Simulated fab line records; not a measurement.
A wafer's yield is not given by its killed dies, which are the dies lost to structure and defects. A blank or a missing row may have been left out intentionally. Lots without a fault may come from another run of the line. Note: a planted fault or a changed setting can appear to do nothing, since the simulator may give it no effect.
The tool behind it: which one? / flow nandHarc / 24 lots with 72 wafers sampled at 4 steps, on a route of 1302 steps

## WHAT THE GAUGES READ, wafer by wafer
NHARC_P_M0_CD_MEAS_16.
lot=L075; measured=day 6 14:57; on=cdSem-01; cdNm (nm)=88.3 90.7 87.9
lot=L074; measured=day 6 15:29; on=cdSem-01; cdNm (nm)=89.0 89.1 89.7
lot=L076; measured=day 7 03:25; on=cdSem-03; cdNm (nm)=87.7 88.1 89.1
lot=L077; measured=day 7 13:37; on=cdSem-01; cdNm (nm)=89.6 88.0 90.6
lot=L078; measured=day 8 00:22; on=cdSem-01; cdNm (nm)=89.7 89.8 88.0
lot=L079; measured=day 8 07:04; on=cdSem-02; cdNm (nm)=90.3 89.7 89.6
lot=L080; measured=day 8 14:41; on=cdSem-01; cdNm (nm)=87.9 88.8 88.1
lot=L081; measured=day 8 21:44; on=cdSem-03; cdNm (nm)=90.9 88.8 89.5
lot=L082; measured=day 9 08:35; on=cdSem-01; cdNm (nm)=88.7 91.2 90.0
lot=L083; measured=day 9 21:17; on=cdSem-02; cdNm (nm)=90.2 91.4 90.5
lot=L084; measured=day 10 08:48; on=cdSem-02; cdNm (nm)=91.0 91.1 92.3
lot=L085; measured=day 10 16:14; on=cdSem-01; cdNm (nm)=88.9 90.4 89.6
lot=L086; measured=day 10 22:10; on=cdSem-03; cdNm (nm)=90.7 88.5 89.8
lot=L087; measured=day 12 01:52; on=cdSem-02; cdNm (nm)=89.0 90.0 89.1
lot=L089; measured=day 12 02:42; on=cdSem-03; cdNm (nm)=89.3 88.7 87.8
lot=L088; measured=day 12 05:07; on=cdSem-01; cdNm (nm)=90.6 89.0 90.7
lot=L090; measured=day 12 22:14; on=cdSem-02; cdNm (nm)=88.8 88.0 89.5
lot=L091; measured=day 13 02:27; on=cdSem-03; cdNm (nm)=91.0 91.0 91.1
lot=L092; measured=day 13 12:49; on=cdSem-02; cdNm (nm)=90.8 90.5 90.5
lot=L093; measured=day 13 21:28; on=cdSem-03; cdNm (nm)=90.2 89.0 90.1
lot=L094; measured=day 14 16:26; on=cdSem-02; cdNm (nm)=91.2 89.7 90.9
lot=L095; measured=day 14 20:54; on=cdSem-02; cdNm (nm)=91.4 92.0 92.7
lot=L096; measured=day 15 01:53; on=cdSem-02; cdNm (nm)=89.4 90.0 89.6
lot=L097; measured=day 15 16:22; on=cdSem-02; cdNm (nm)=89.9 91.0 89.2

NHARC_P_M0_INSPECT_27.
lot=L075; measured=day 6 17:08; on=defectInspect-01; rawDefectCount=234 418 236
lot=L074; measured=day 6 17:43; on=defectInspect-02; rawDefectCount=364 344 254
lot=L076; measured=day 7 05:38; on=defectInspect-01; rawDefectCount=330 378 482
lot=L077; measured=day 7 15:55; on=defectInspect-01; rawDefectCount=625 654 462
lot=L078; measured=day 8 02:32; on=defectInspect-02; rawDefectCount=282 294 245
lot=L079; measured=day 8 09:20; on=defectInspect-01; rawDefectCount=190 389 307
lot=L080; measured=day 8 16:55; on=defectInspect-02; rawDefectCount=442 325 262
lot=L081; measured=day 8 23:59; on=defectInspect-02; rawDefectCount=306 248 202
lot=L082; measured=day 9 10:45; on=defectInspect-01; rawDefectCount=354 182 147
lot=L083; measured=day 9 23:26; on=defectInspect-01; rawDefectCount=340 370 186
lot=L084; measured=day 10 10:58; on=defectInspect-02; rawDefectCount=210 236 340
lot=L085; measured=day 10 18:27; on=defectInspect-02; rawDefectCount=201 194 247
lot=L086; measured=day 11 00:25; on=defectInspect-01; rawDefectCount=226 234 228
lot=L087; measured=day 12 04:02; on=defectInspect-01; rawDefectCount=285 388 248
lot=L089; measured=day 12 04:53; on=defectInspect-01; rawDefectCount=369 448 479
lot=L088; measured=day 12 07:17; on=defectInspect-02; rawDefectCount=315 414 239
lot=L090; measured=day 13 00:24; on=defectInspect-01; rawDefectCount=198 248 253
lot=L091; measured=day 13 04:38; on=defectInspect-01; rawDefectCount=383 233 380
lot=L092; measured=day 13 14:59; on=defectInspect-02; rawDefectCount=906 291 359
lot=L093; measured=day 13 23:41; on=defectInspect-01; rawDefectCount=210 176 194
lot=L094; measured=day 14 18:38; on=defectInspect-01; rawDefectCount=185 156 205
lot=L095; measured=day 14 23:05; on=defectInspect-01; rawDefectCount=201 203 260
lot=L096; measured=day 15 04:04; on=defectInspect-01; rawDefectCount=718 252 314
lot=L097; measured=day 15 18:36; on=defectInspect-01; rawDefectCount=431 311 352

NHARC_P_M1_INSPECT_11.
lot=L075; measured=day 6 18:39; on=defectInspect-02; rawDefectCount=5 10 2
lot=L074; measured=day 6 19:23; on=defectInspect-01; rawDefectCount=3 5 3
lot=L076; measured=day 7 07:01; on=defectInspect-01; rawDefectCount=2 2 2
lot=L077; measured=day 7 17:27; on=defectInspect-02; rawDefectCount=6 4 6
lot=L078; measured=day 8 04:04; on=defectInspect-01; rawDefectCount=5 8 6
lot=L079; measured=day 8 10:44; on=defectInspect-02; rawDefectCount=3 6 6
lot=L080; measured=day 8 18:25; on=defectInspect-01; rawDefectCount=2 2 3
lot=L081; measured=day 9 01:31; on=defectInspect-02; rawDefectCount=1 5 6
lot=L082; measured=day 9 12:14; on=defectInspect-01; rawDefectCount=8 7 8
lot=L083; measured=day 10 00:58; on=defectInspect-01; rawDefectCount=5 4 5
lot=L084; measured=day 10 12:31; on=defectInspect-02; rawDefectCount=3 5 3
lot=L085; measured=day 10 19:51; on=defectInspect-02; rawDefectCount=3 4 2
lot=L086; measured=day 11 01:56; on=defectInspect-02; rawDefectCount=4 7 5
lot=L087; measured=day 12 05:37; on=defectInspect-02; rawDefectCount=5 1 2
lot=L089; measured=day 12 06:18; on=defectInspect-01; rawDefectCount=6 8 13
lot=L088; measured=day 12 08:43; on=defectInspect-02; rawDefectCount=7 16 10
lot=L090; measured=day 13 01:47; on=defectInspect-02; rawDefectCount=2 2 3
lot=L091; measured=day 13 06:08; on=defectInspect-02; rawDefectCount=3 1 3
lot=L092; measured=day 13 16:31; on=defectInspect-01; rawDefectCount=3 2 6
lot=L093; measured=day 14 01:11; on=defectInspect-02; rawDefectCount=2 2 3
lot=L094; measured=day 14 20:07; on=defectInspect-01; rawDefectCount=3 3 3
lot=L095; measured=day 15 00:29; on=defectInspect-01; rawDefectCount=7 7 4
lot=L096; measured=day 15 05:27; on=defectInspect-02; rawDefectCount=5 6 7
lot=L097; measured=day 15 20:07; on=defectInspect-02; rawDefectCount=2 2 3

## WHICH TOOL RAN EACH LOT (tool, then ch and the chambers of the sampled wafers, then the start)
lot=L075; NHARC_P_CONTACT_ETCH_36=rieDiel-11 ch 0,1, day 6 14:57 or earlier
lot=L074; NHARC_P_CONTACT_ETCH_36=rieDiel-01 ch 0,2, day 6 15:29 or earlier
lot=L076; NHARC_P_CONTACT_ETCH_36=rieDiel-01 ch 0,1,3, day 7 03:25 or earlier
lot=L077; NHARC_P_CONTACT_ETCH_36=rieDiel-01 ch 0,2, day 7 13:37 or earlier
lot=L078; NHARC_P_CONTACT_ETCH_36=rieDiel-01 ch 2,3, day 8 00:22 or earlier
lot=L079; NHARC_P_CONTACT_ETCH_36=rieDiel-11 ch 0,2,3, day 8 07:04 or earlier
lot=L080; NHARC_P_CONTACT_ETCH_36=rieDiel-08 ch 0,1,2, day 8 14:41 or earlier
lot=L081; NHARC_P_CONTACT_ETCH_36=rieDiel-11 ch 0,1, day 8 21:44 or earlier
lot=L082; NHARC_P_CONTACT_ETCH_36=rieDiel-01 ch 1,2,3, day 9 08:35 or earlier
lot=L083; NHARC_P_CONTACT_ETCH_36=rieDiel-11 ch 0,1,2, day 9 21:17 or earlier
lot=L084; NHARC_P_CONTACT_ETCH_36=rieDiel-11 ch 0,1,2, day 10 08:48 or earlier
lot=L085; NHARC_P_CONTACT_ETCH_36=rieDiel-08 ch 2,3, day 10 16:14 or earlier
lot=L086; NHARC_P_CONTACT_ETCH_36=rieDiel-01 ch 1,2,3, day 10 22:10 or earlier
lot=L087; NHARC_P_CONTACT_ETCH_36=rieDiel-08 ch 0,1,3, day 12 01:52 or earlier
lot=L089; NHARC_P_CONTACT_ETCH_36=rieDiel-08 ch 0,2,3, day 12 02:42 or earlier
lot=L088; NHARC_P_CONTACT_ETCH_36=rieDiel-11 ch 1,3, day 12 05:07 or earlier
lot=L090; NHARC_P_CONTACT_ETCH_36=rieDiel-11 ch 0,1,3, day 12 22:14 or earlier
lot=L091; NHARC_P_CONTACT_ETCH_36=rieDiel-01 ch 0,2, day 13 02:27 or earlier
lot=L092; NHARC_P_CONTACT_ETCH_36=rieDiel-01 ch 2,3, day 13 12:49 or earlier
lot=L093; NHARC_P_CONTACT_ETCH_36=rieDiel-08 ch 1,2,3, day 13 21:28 or earlier
lot=L094; NHARC_P_CONTACT_ETCH_36=rieDiel-11 ch 0,1,2, day 14 16:26 or earlier
lot=L095; NHARC_P_CONTACT_ETCH_36=rieDiel-11 ch 0,1, day 14 20:54 or earlier
lot=L096; NHARC_P_CONTACT_ETCH_36=rieDiel-08 ch 0,2,3, day 15 01:53 or earlier
lot=L097; NHARC_P_CONTACT_ETCH_36=rieDiel-08 ch 1,3, day 15 16:22 or earlier
- NHARC_P_CONTACT_ETCH_36: etches the open film in N2/H2, target depth 260 nm, time 406.25 s.

## AS READ BY THE TOOLS THEMSELVES (means over the sampled wafers that have a number; for cases with no such wafer, the mark the record gives instead)
NHARC_P_CONTACT_ETCH_36.
lot=L075; tool=rieDiel-11; drypumpMotorCurrentA (A)=6.3; h2FlowSccm (sccm)=149.9; oesProductAu (a.u.)=0.991; rfVppV (V)=431.5; showerheadPlenumPTorr (Torr)=2.05; throttleValvePct (%)=14.170
lot=L074; tool=rieDiel-01; drypumpMotorCurrentA (A)=6.2; h2FlowSccm (sccm)=149.9; oesProductAu (a.u.)=0.986; rfVppV (V)=428.8; showerheadPlenumPTorr (Torr)=1.99; throttleValvePct (%)=14.175
lot=L076; tool=rieDiel-01; drypumpMotorCurrentA (A)=5.8; h2FlowSccm (sccm)=150.0; oesProductAu (a.u.)=0.995; rfVppV (V)=430.1; showerheadPlenumPTorr (Torr)=2.05; throttleValvePct (%)=14.173
lot=L077; tool=rieDiel-01; drypumpMotorCurrentA (A)=6.2; h2FlowSccm (sccm)=150.0; oesProductAu (a.u.)=1.003; rfVppV (V)=429.1; showerheadPlenumPTorr (Torr)=1.99; throttleValvePct (%)=14.177
lot=L078; tool=rieDiel-01; drypumpMotorCurrentA (A)=5.4; h2FlowSccm (sccm)=150.0; oesProductAu (a.u.)=1.007; rfVppV (V)=432.4; showerheadPlenumPTorr (Torr)=2.10; throttleValvePct (%)=14.169
lot=L079; tool=rieDiel-11; drypumpMotorCurrentA (A)=5.9; h2FlowSccm (sccm)=149.8; oesProductAu (a.u.)=1.004; rfVppV (V)=430.0; showerheadPlenumPTorr (Torr)=1.99; throttleValvePct (%)=14.180
lot=L080; tool=rieDiel-08; drypumpMotorCurrentA (A)=5.7; h2FlowSccm (sccm)=150.2; oesProductAu (a.u.)=1.002; rfVppV (V)=427.3; showerheadPlenumPTorr (Torr)=1.93; throttleValvePct (%)=14.169
lot=L081; tool=rieDiel-11; drypumpMotorCurrentA (A)=6.3; h2FlowSccm (sccm)=149.6; oesProductAu (a.u.)=0.990; rfVppV (V)=430.7; showerheadPlenumPTorr (Torr)=2.05; throttleValvePct (%)=14.168
lot=L082; tool=rieDiel-01; drypumpMotorCurrentA (A)=5.6; h2FlowSccm (sccm)=150.2; oesProductAu (a.u.)=0.997; rfVppV (V)=429.8; showerheadPlenumPTorr (Torr)=2.01; throttleValvePct (%)=14.165
lot=L083; tool=rieDiel-11; drypumpMotorCurrentA (A)=5.9; h2FlowSccm (sccm)=149.9; oesProductAu (a.u.)=0.999; rfVppV (V)=429.8; showerheadPlenumPTorr (Torr)=2.03; throttleValvePct (%)=14.176
lot=L084; tool=rieDiel-11; drypumpMotorCurrentA (A)=6.0; h2FlowSccm (sccm)=150.2; oesProductAu (a.u.)=1.002; rfVppV (V)=429.2; showerheadPlenumPTorr (Torr)=2.03; throttleValvePct (%)=14.170
lot=L085; tool=rieDiel-08; drypumpMotorCurrentA (A)=5.7; h2FlowSccm (sccm)=149.7; oesProductAu (a.u.)=0.988; rfVppV (V)=430.3; showerheadPlenumPTorr (Torr)=2.04; throttleValvePct (%)=14.175
lot=L086; tool=rieDiel-01; drypumpMotorCurrentA (A)=5.6; h2FlowSccm (sccm)=150.2; oesProductAu (a.u.)=0.999; rfVppV (V)=429.6; showerheadPlenumPTorr (Torr)=2.01; throttleValvePct (%)=14.170
lot=L087; tool=rieDiel-08; drypumpMotorCurrentA (A)=5.7; h2FlowSccm (sccm)=150.3; oesProductAu (a.u.)=1.005; rfVppV (V)=429.1; showerheadPlenumPTorr (Torr)=1.99; throttleValvePct (%)=14.173
lot=L089; tool=rieDiel-08; drypumpMotorCurrentA (A)=5.9; h2FlowSccm (sccm)=150.2; oesProductAu (a.u.)=0.985; rfVppV (V)=430.1; showerheadPlenumPTorr (Torr)=2.01; throttleValvePct (%)=14.170
lot=L088; tool=rieDiel-11; drypumpMotorCurrentA (A)=6.5; h2FlowSccm (sccm)=150.2; oesProductAu (a.u.)=1.009; rfVppV (V)=430.7; showerheadPlenumPTorr (Torr)=2.03; throttleValvePct (%)=14.172
lot=L090; tool=rieDiel-11; drypumpMotorCurrentA (A)=6.2; h2FlowSccm (sccm)=150.2; oesProductAu (a.u.)=1.004; rfVppV (V)=429.8; showerheadPlenumPTorr (Torr)=2.01; throttleValvePct (%)=14.170
lot=L091; tool=rieDiel-01; drypumpMotorCurrentA (A)=6.2; h2FlowSccm (sccm)=150.1; oesProductAu (a.u.)=0.998; rfVppV (V)=428.5; showerheadPlenumPTorr (Torr)=1.99; throttleValvePct (%)=14.183
lot=L092; tool=rieDiel-01; drypumpMotorCurrentA (A)=5.6; h2FlowSccm (sccm)=150.3; oesProductAu (a.u.)=1.002; rfVppV (V)=427.9; showerheadPlenumPTorr (Torr)=2.00; throttleValvePct (%)=14.172
lot=L093; tool=rieDiel-08; drypumpMotorCurrentA (A)=5.5; h2FlowSccm (sccm)=149.7; oesProductAu (a.u.)=0.996; rfVppV (V)=429.1; showerheadPlenumPTorr (Torr)=2.02; throttleValvePct (%)=14.171
lot=L094; tool=rieDiel-11; drypumpMotorCurrentA (A)=6.0; h2FlowSccm (sccm)=150.1; oesProductAu (a.u.)=0.999; rfVppV (V)=431.0; showerheadPlenumPTorr (Torr)=2.03; throttleValvePct (%)=14.181
lot=L095; tool=rieDiel-11; drypumpMotorCurrentA (A)=6.2; h2FlowSccm (sccm)=149.8; oesProductAu (a.u.)=0.988; rfVppV (V)=430.8; showerheadPlenumPTorr (Torr)=2.05; throttleValvePct (%)=14.169
lot=L096; tool=rieDiel-08; drypumpMotorCurrentA (A)=5.9; h2FlowSccm (sccm)=149.8; oesProductAu (a.u.)=0.983; rfVppV (V)=429.8; showerheadPlenumPTorr (Torr)=2.01; throttleValvePct (%)=14.172
lot=L097; tool=rieDiel-08; drypumpMotorCurrentA (A)=5.4; h2FlowSccm (sccm)=149.7; oesProductAu (a.u.)=1.002; rfVppV (V)=428.6; showerheadPlenumPTorr (Torr)=1.99; throttleValvePct (%)=14.168

## THE ANSWER, worked out from the rows above alone
Rule: usual is defined by the lots themselves. Put in order of their means at a reading, lots are off if they are a third of the lots or fewer, leave a main group of 4 or more, and stand apart from it by a gap of 3 or more times the standard deviation of the main group's means; of several such gaps the widest counts. The tables above print the reading to a certain number of digits; a main group whose means all agree to those digits is not used. Also off: a lot with no number at a reading for which 4 or more lots have one. Any other lot the step has rows for is counted as sound. First the gauges in route order, then the tools' own readings, where a lot's mean is used as printed above. At the first step where some lot is off, the reading lying furthest off is the one used; lots without a number count as furthest.
No lot is off at any reading shown: from this, nothing can be told.

## WHAT THE SIMULATOR HAD INSERTED
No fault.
